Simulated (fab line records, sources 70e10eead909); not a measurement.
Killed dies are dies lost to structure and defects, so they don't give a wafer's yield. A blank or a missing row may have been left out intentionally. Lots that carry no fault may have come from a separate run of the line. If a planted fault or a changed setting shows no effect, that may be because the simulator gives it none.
fab line records | flow nand-harc
[record] lots = 5 wafers = 14 last-day = 32
route steps=1302 shown P_CONTACT@249 P_M0@253 END@1302
lots untouched by any fault: they come from a run of this same line in which no faults occurred
start-h: start of the lot's first displayed wafer, in hours after the record's first day | wait-h: hours elapsed since this lot's preceding step | " identical to the entry in the row above | L1.1+2: a row that stands for several wafers | - no value, or no start given | * or withheld: withheld | < > ~ a bound
route shown NAME@n: names a module that has steps shown in the file, with the first one's number in the route | usual: mean and standard deviation over wafers with no fault | same: alike in all rows | chamber/n: place in a boat | sites: readings site by site | _std_site: standard deviation of those values | _edge_site: outer sites' mean less inner sites' | radius-mm: for every site, how far away it sits from the centre of the wafer | mask NAME#n: copy n | behind: the last tool/chamber to shape the wafer | hold: why the lot went on hold/how many hours it stayed there/how the hold came to an end | device: which transistor (n, p or np) failed to switch | end of line: the tests these same wafers got at the end of their route | a step without rows: its recipe alone | killed: dies that structure and defects cost at the first sort, which is not the same as the wafer's yield | map: a wafer's dies, x killed, . not, _ none there
set.NAME: the setting that was run; set.NAME@STEP: the one run at that earlier step | model.NAME: the simulator's own value behind a step, which no gauge read
lots seen at some steps along the route; tables by step, rows by wafer
services: the hour from which a tool's chamber was out of use, counted from the record's first day as start-h (under 0 if before that day), plus the number of hours and why
[[steps]]
[step NHARC_P_CONTACT_CMP_24]
[recipe] t-overpolish-s = 30 target-thk-nm = 200
[usual] motor-current-A = 11.6/1.3 overpolish-run-s = 30.000/0.0094 slurry-filter-dp-kPa = 13.50/0.14 time-to-endpoint-s = 40.0/2.9
[same] t-overpolish-s = 30
// columns lot.wafer tool chamber start-h wait-h motor-current-A overpolish-run-s slurry-filter-dp-kPa time-to-endpoint-s
L880.4 cmp-04 0 224.31 0.3 12.1 30.010 13.64 40.0
L880.3 " 2 " " 13.9 29.995 13.40 35.1
L880.6 " 0 " " 12.3 30.013 13.45 36.3
L881.2 cmp-02 0 230.87 0.6 12.2 30.004 13.46 41.0
L881.6 " 3 " " 11.7 30.016 13.63 42.9
L881.5 " 0 " " 12.3 29.984 13.36 44.0
L882.4 cmp-01 1 236.66 0.4 10.1 29.999 13.67 35.1
L882.1 " 0 " " 9.4 29.991 13.41 34.8
L882.6 " 2 " " 10.8 29.998 13.46 46.3
L883.1 cmp-04 1 247.56 0.5 11.8 29.996 13.44 43.6
L883.3 " 2 " " 13.9 29.999 13.64 41.6
L883.6 " 0 " " 10.9 29.998 13.42 41.7
L889.2 cmp-02 0 310.45 0.6 12.6 29.986 13.59 38.0
L889.3 " 1 " " 13.2 29.994 13.52 38.2
[step NHARC_P_CONTACT_SRD_26]
[step NHARC_P_CONTACT_INSPECT_27]
[usual] raw-defect-count = 304/120
// columns lot.wafer tool chamber start-h wait-h raw-defect-count
L880.3 defect-inspect-02 - 224.72 0.1 328
L880.4 " - " " 473
L880.6 " - " " 269
L881.2 defect-inspect-01 - 231.25 0.1 299
L881.5 " - " " 264
L881.6 " - " " 296
L882.1 defect-inspect-02 - 237.07 0.1 348
L882.4 " - " " 405
L882.6 " - " " 355
L883.1 defect-inspect-01 - 247.94 0.1 511
L883.3 " - " " 303
L883.6 " - " " 312
L889.2 defect-inspect-01 - 310.81 0.1 403
L889.3 " - " " 408
[step NHARC_P_M0_DEP_00]
[recipe] target-thk-a = 1500 target-thk-nm = 150 temp-c = withheld pressure-torr = 5 flow-sccm = 200 rf-w = 600 material = SiOC
[step NHARC_P_M0_DEHYDRATE_01]
[recipe] temp-c = 150 time-s = 120
[step NHARC_P_M0_HMDS_02]
[recipe] time-s = 30
[step NHARC_P_M0_COAT_33]
[recipe] temp-c = 200 time-s = 65
[step NHARC_P_M0_COAT_03]
[recipe] spin-rpm = 1500 resist-thk-nm = 90
[step NHARC_P_M0_SOFTBAKE_04]
[recipe] temp-c = 105 time-s = 55
[step NHARC_P_M0_EBR_05]
[step NHARC_P_M0_EXPOSE_06]
[recipe] na = 1.35 target-cd-nm = 90 dose-mj = 81.28 mask-id = P_M0
[step NHARC_P_M0_PEB_07]
[recipe] peb-temp-c = 100 peb-time-s = 65
[usual] plate-temp-C = 100.00/0.13
// columns lot.wafer tool chamber start-h wait-h plate-temp-C
L880.3 litho-track-04 0 225.54 0.0 100.27
L880.4 " 0 " " 100.27
L880.6 " 0 " " 100.15
L881.2 litho-track-04 0 232.07 0.1 99.91
L881.5 " 0 " " 100.00
L881.6 " 0 " " 99.97
L882.1 litho-track-01 0 237.89 0.1 100.00
L882.4 " 0 " " 100.01
L882.6 " 0 " " 99.88
L883.1 litho-track-01 0 248.77 0.1 100.19
L883.3 " 0 " " 100.10
L883.6 " 0 " " 100.13
L889.2 litho-track-04 0 311.63 0.1 100.01
L889.3 " 0 " " 99.85
[step NHARC_P_M0_DEVELOP_08]
[recipe] develop-time-s = 35 dev-temp-c = 23
[step NHARC_P_M0_CD_MEAS_09]
[recipe] target-cd-nm = 90 landing-energy-ev = 500
[usual] cd-nm = 89.7/0.79
// columns lot.wafer tool chamber start-h wait-h cd-nm
L880.3 cd-sem-03 0 225.62 - 89.7
L880.4 " 0 " " 91.0
L880.6 " 0 " " 90.3
L881.2 cd-sem-02 0 232.16 - 89.8
L881.5 " 0 " " 90.5
L881.6 " 0 " " 91.1
L882.1 cd-sem-01 0 237.97 - 89.1
L882.4 " 0 " " 88.9
L882.6 " 0 " " 88.8
L883.1 cd-sem-03 0 248.84 - 88.3
L883.3 " 0 " " 88.3
L883.6 " 0 " " 88.2
L889.2 cd-sem-02 0 311.71 - 90.3
L889.3 " 0 " " 106.3
[step NHARC_P_M0_OVL_MEAS_10]
[recipe] pitch-nm = 180
[usual] overlay-x-nm = -0.2/0.85 overlay-y-nm = -0.2/0.69
// columns lot.wafer tool chamber start-h wait-h overlay-x-nm overlay-y-nm
L880.3 overlay-02 - 225.71 - -1.2 -1.0
L880.4 " - " " -1.5 -0.5
L880.6 " - " " -2.0 -0.8
L881.2 overlay-01 - 232.24 - -0.2 -0.1
L881.5 " - " " 0.1 -0.3
L881.6 " - " " 0.2 -0.2
L882.1 overlay-01 - 238.06 - -1.0 0.2
L882.4 " - " " -0.6 0.3
L882.6 " - " " -0.3 -0.1
L883.1 overlay-01 - 248.93 - 0.2 -1.5
L883.3 " - " " 0.1 -1.4
L883.6 " - " " 0.2 -1.5
L889.2 overlay-01 - 311.80 - -0.3 0.0
L889.3 " - " " 0.2 0.2
[step NHARC_P_M0_INSPECT_11]
[usual] raw-defect-count = 4.5/2.7
// columns lot.wafer tool chamber start-h wait-h raw-defect-count
L880.3 defect-inspect-01 - 225.74 0.0 4
L880.4 " - " " 3
L880.6 " - " " 1
L881.2 defect-inspect-02 - 232.28 0.0 3
L881.5 " - " " 1
L881.6 " - " " 2
L882.1 defect-inspect-01 - 238.10 0.0 7
L882.4 " - " " 6
L882.6 " - " " 2
L883.1 defect-inspect-01 - 248.97 0.0 2
L883.3 " - " " 6
L883.6 " - " " 3
L889.2 defect-inspect-02 - 311.83 0.0 5
L889.3 " - " " 5
[step NHARC_P_M0_DESCUM_14]
[recipe] time-s = 3 o2-flow-sccm = 200 ar-flow-sccm = 0 bias-power-w = 0 chemistry = O2
[usual] drypump-motor-current-A = 5.8/0.38 oes-product-au = 1.000/0.0084 rf-vpp-V = 57.7/0.9 showerhead-plenum-p-Torr = 1.88/0.061 throttle-valve-pct = 11.310/0.0089
// columns lot.wafer tool chamber start-h wait-h drypump-motor-current-A oes-product-au rf-hours-counter-h rf-vpp-V showerhead-plenum-p-Torr throttle-valve-pct model.P_M0.cd-nm
L880.3 rie-diel-13 3 225.82 0.1 5.4 1.023 18 57.8 1.80 11.320 89.51
L880.4 " 0 " " 6.0 1.000 17 57.6 1.86 11.293 90.09
L880.6 " 1 " " 5.9 1.009 - 58.6 1.97 11.307 89.72
L881.2 rie-diel-08 2 232.36 0.1 6.1 1.001 7 56.9 1.81 11.315 89.27
L881.5 " 0 " " 6.3 1.000 - 58.3 1.88 11.324 89.38
L881.6 " 1 " " 6.0 1.003 - 56.3 1.88 11.309 90.58
L882.1 rie-diel-13 0 238.17 0.1 6.1 0.999 24 57.2 1.86 11.319 88.73
L882.4 " 2 " " 5.3 0.998 23 58.5 1.83 11.316 88.92
L882.6 " 3 " " 5.4 1.011 - 57.2 1.80 11.311 88.61
L883.3 rie-diel-08 2 249.07 0.1 6.1 1.004 10 56.5 1.81 11.302 88.26
L883.1 " 3 " " 5.7 0.990 9 57.0 1.96 11.302 89.32
L883.6 " 3 " " 5.7 0.999 - 56.6 1.96 11.315 89
L889.3 rie-diel-08 1 311.90 0.1 6.0 0.993 22 57.9 1.88 11.322 105.6
L889.2 " 2 " " 6.1 0.991 20 59.0 1.80 11.307 90.14
[step NHARC_P_M0_ETCH_34]
[recipe] target-depth-a = 400 overetch-a = 120 time-s = 43.94 ion-energy-ev = 200 n2-flow-sccm = 150 h2-flow-sccm = 150 ar-flow-sccm = 0 rf-w = 400 bias-w = 150 chemistry = N2/H2
[usual] drypump-motor-current-A = 5.9/0.37 oes-product-au = 1.002/0.0082 rf-vpp-V = 429.6/2.1 showerhead-plenum-p-Torr = 2.00/0.068 throttle-valve-pct = 14.171/0.0091
// columns lot.wafer tool chamber start-h wait-h drypump-motor-current-A oes-product-au rf-hours-counter-h rf-vpp-V showerhead-plenum-p-Torr throttle-valve-pct
L880.4 rie-diel-13 2 225.89 0.1 5.3 1.007 18 427.7 1.95 14.173
L880.3 " 0 " " 6.0 0.993 17 429.1 1.98 14.173
L880.6 " 2 " " 5.3 0.996 - 428.0 1.95 14.167
L881.2 rie-diel-08 3 232.43 0.1 5.7 0.984 8 430.0 2.09 14.176
L881.6 " 3 " " 5.7 0.993 - 433.0 2.09 14.185
L881.5 " 0 " " 6.3 0.989 - 428.8 2.00 14.181
L882.4 rie-diel-13 1 238.25 0.1 5.9 1.010 22 431.2 2.10 14.169
L882.1 " 2 " " 5.3 1.001 23 427.6 1.95 14.174
L882.6 " 1 " " 5.9 1.006 - 432.8 2.10 14.173
L883.1 rie-diel-08 3 249.16 0.1 5.7 1.007 9 431.3 2.09 14.148
L883.3 " 1 " " 6.0 1.000 11 431.3 2.00 14.154
L883.6 " 0 " " 6.3 0.984 - 430.1 2.00 14.179
L889.2 rie-diel-08 3 311.98 0.1 5.7 0.996 20 431.3 2.08 14.161
L889.3 " 2 " " 6.1 0.994 20 426.1 1.92 14.163
[step NHARC_P_M0_ETCH_15]
[recipe] target-depth-a = 1500 overetch-a = 150 time-s = 82.5 c4f8-flow-sccm = withheld ar-flow-sccm = 400 rf-w = 600 bias-w = 300 chemistry = C4F8/Ar
[usual] oes-product-au = 0.951/0.02 rf-vpp-V = 439.8/2
// columns lot.wafer tool chamber start-h wait-h oes-product-au rf-hours-counter-h rf-vpp-V model.P_M0.cd-nm
L880.4 rie-diel-13 3 - - 0.951 18 437.4 90.66
L880.3 " 0 " " 0.942 17 438.9 89.71
L880.6 " 3 " " 0.939 - 437.5 90.33
L881.2 rie-diel-08 2 - - 0.956 7 438.0 89.33
L881.5 " 2 " " 0.954 - 437.4 88.64
L881.6 " 3 " " 0.966 - 443.6 90.65
L882.1 rie-diel-13 2 - - 0.982 23 438.1 89.37
L882.4 " 1 " " 0.977 22 441.9 89.08
L882.6 " 3 " " 0.966 - 436.1 88.82
L883.1 rie-diel-08 0 - - 0.941 8 439.9 89.38
L883.3 " 3 " " 0.935 9 442.4 88.06
L883.6 " 1 " " 0.928 - 437.8 88.39
L889.3 rie-diel-08 0 - - 0.958 19 439.6 105.3
L889.2 " 2 " " 0.971 20 437.7 90.02
[step NHARC_P_M0_CD_MEAS_16]
[usual] cd-nm = 89.4/0.81
// columns lot.wafer tool chamber start-h wait-h cd-nm
L880.3 cd-sem-03 - 226.11 - 89.4
L880.4 " - " " 90.8
L880.6 " - " " 90.3
L881.2 cd-sem-02 - 232.65 - 89.5
L881.5 " - " " 88.6
L881.6 " - " " 90.8
L882.1 cd-sem-01 - 238.46 - 89.5
L882.4 " - " " 89.1
L882.6 " - " " 89.1
L883.1 cd-sem-02 - 249.37 - 89.2
L883.3 " - " " 87.8
L883.6 " - " " 88.5
L889.2 cd-sem-01 - 312.20 - 90.2
L889.3 " - " " 105.1
[step NHARC_END_SORT_01]
[recipe] temp-c = 25
[usual] defect-limited-yield = 92.5/2.5 killed-at-array = 46/16 killed-at-other = 0.9/1.3 killed-at-periphery = 4.1/3 killed-dies = 51/17 killed-open = 3.5/1.8 killed-short = 2.5/1.8 sort_bin_2_pct = 2.6/1.1 sort_bin_3_pct = 0.6/0.37 sort_bin_4_pct = 4.4/1.4 sort-n-pass = 626/17 sort-rim-yield-pct = 88/4.6 sort-yield-pct = 92.5/2.5
[same] gross-dies = 677 sort_bin_5_pct[%] = 0 sort_bin_6_pct[%] = 0 sort_bin_7_pct[%] = 0 sort_bin_8_pct[%] = 0 sort-rim-n-gross = 106.00
// columns lot.wafer tool chamber start-h wait-h defect-limited-yield[%] killed-at-array killed-at-other killed-at-periphery killed-dies killed-open killed-short sort_bin_2_pct[%] sort_bin_3_pct[%] sort_bin_4_pct[%] sort-n-pass sort-rim-yield-pct[%] sort-yield-pct[%]
L880.3 prober-01 0 669.72 3.1 90.1 65 0 2 67 6 1 3.7 1.0 5.2 610 84 90.1
L880.4 prober-01 0 670.53 3.4 92.5 49 0 2 51 3 1 3.4 0.4 3.7 626 88 92.5
L880.6 prober-01 0 672.14 4.0 92.2 51 0 2 53 5 1 2.8 0.9 4.1 624 86 92.2
L883.6 prober-02 0 682.93 4.0 95.6 24 0 6 30 4 1 1.3 0.3 2.8 647 96 95.6
// killed by level:class
L880.3 A_SLIT:chamber-film-flake=31 A_CHANNEL_HOLE_D1:chamber-film-flake=24 A_M0:geometric-particle:open=3 A_STAIRCASE:chamber-film-flake=3 A_CHANNEL_HOLE_D2:chamber-film-flake=2 P_M0:geometric-particle:open=1 P_M1:geometric-particle:open=1 A_DECK1_JOINT:geometric-particle:open=1
L880.4 A_CHANNEL_HOLE_D1:chamber-film-flake=29 A_SLIT:chamber-film-flake=17 P_GATE:geometric-particle:open=1 P_CONTACT:geometric-particle:short=1 A_ONON_D1:geometric-particle:open=1 A_CHANNEL_FILL_D1:geometric-particle:open=1 A_STAIRCASE:chamber-film-flake=1
L880.6 A_CHANNEL_HOLE_D1:chamber-film-flake=27 A_SLIT:chamber-film-flake=18 A_CHANNEL_HOLE_D2:geometric-particle:open=3 P_M0:geometric-particle:open=1 A_CHANNEL_FILL_D2:geometric-particle:short=1 A_M0:geometric-particle:open=1 P_GATE:chamber-film-flake=1 A_STAIRCASE:chamber-film-flake=1
L883.6 A_CHANNEL_HOLE_D1:chamber-film-flake=17 A_CONTACT:chamber-film-flake=4 P_M1:chamber-film-flake=2 P_M0:geometric-particle:open=1 P_M2:geometric-particle:short=1 P_M2:geometric-particle:open=1 A_CHANNEL_HOLE_D1:geometric-particle:open=1 A_BLC:geometric-particle:open=1
[[services]]
// columns tool chamber start-h hours kind
cmp-02 - 200.68 1.3 repair
litho-track-04 - 203.00 7.0 pm
rie-diel-08 0 207.92 6.6 repair
cmp-04 - 209.00 4.0 pm
cmp-02 - 212.07 6.6 repair
rie-diel-13 - 222.22 1.0 repair
rie-diel-08 0 224.32 - clean
rie-diel-08 1 224.32 - clean
rie-diel-08 2 224.32 - clean
rie-diel-08 3 224.32 - clean
cmp-02 - 232.63 4.0 pm
cmp-02 - 237.90 0.4 repair
rie-diel-08 0 248.82 - clean
rie-diel-08 1 248.82 - clean
rie-diel-08 2 248.82 - clean
rie-diel-08 3 248.82 - clean
rie-diel-13 0 251.50 13.5 repair
cmp-04 - 258.25 1.7 repair
cmp-04 - 263.20 0.4 repair
cmp-01 - 272.92 5.2 repair
cmp-01 - 286.12 4.0 pm
cmp-04 - 286.75 4.7 repair
cmp-02 - 287.16 1.3 repair
cmp-04 - 307.00 4.0 pm
[[key]]
[first-sign] step = NHARC_P_M0_CD_MEAS_09 reading = cd-nm direction = up sigmas = 21 usual = 89.7 struck = 106.3
[effect] step = NHARC_P_M0_CD_MEAS_16 reading = cd-nm direction = up sigmas = 19 usual = 89.4 struck = 105.1
[model-effect] step = NHARC_P_M0_DESCUM_14 value = P_M0.cd-nm without = 89.22 struck = 105.6
[model-effect] step = NHARC_P_M0_ETCH_15 value = P_M0.cd-nm without = 88.91 struck = 105.3
met-at NHARC_P_M0_PEB_07
struck-wafers L889.3
onset-between 232.07 311.63
[fault] kind = process-parameter-drift tool = litho-track-04 chamber = - onset-h = 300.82 steps = NHARC_P_M0_PEB_07 channel = peb-time-s offset = * shape = step end-h = 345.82 scope = struck-wafers-only acts-in = * stated = *
